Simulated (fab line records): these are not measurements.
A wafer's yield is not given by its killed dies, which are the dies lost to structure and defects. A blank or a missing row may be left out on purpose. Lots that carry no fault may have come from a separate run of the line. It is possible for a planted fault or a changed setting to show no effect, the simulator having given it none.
Chamber matching ; flow nand harc ; rie diel-02 running NHARC_A_CONTACT_ETCH_92: 4 sister chambers
The step etches the open film in CH3F/O2, target depth 40 nm, time 85.7 s. 4 wafers are shown with their chamber, then 10 later ones without.

== WAFERS, EACH WITH ITS CHAMBER ==
wafer;chamber;showerhead plenum p Torr (Torr)
L894.6;3;2.57
L902.4;2;2.35
L901.2;0;2.53
L901.3;1;2.44

== WAFERS WITH NO CHAMBER GIVEN ==
wafer;showerhead plenum p Torr (Torr)
L901.5;2.44
L906.1;2.44
L906.3;2.52
L906.5;2.34
L907.4;2.52
L907.5;2.44
L907.6;2.52
L912.1;2.44
L912.4;2.34
L912.6;2.34

== CHAMBER TAKEN BY EACH ==
wafer;from the rows above;in truth
L901.5;1;1
L906.1;1;1
L906.3;0;0
L906.5;2;2
L907.4;0;0
L907.5;1;1
L907.6;0;0
L912.1;1;1
L912.4;2;2
L912.6;2;2
Correct placement for 10 of the 10. From these rows, 0 cannot be placed. Wrongly placed: 0.
How it was worked out, from the rows above alone: a wafer's distance from a chamber is the root of the sum, over the readings, of the square of ((its reading less the chamber's mean) divided by the reading's scatter). If the next closest chamber is less than 2 further off than the closest, the wafer can't be placed; otherwise it belongs to the closest. The mean given for a chamber averages the wafers shown for that chamber. The scatter: with one shown wafer a chamber, the root of the mean of the squares of how far each hidden wafer lies from its nearest shown one.
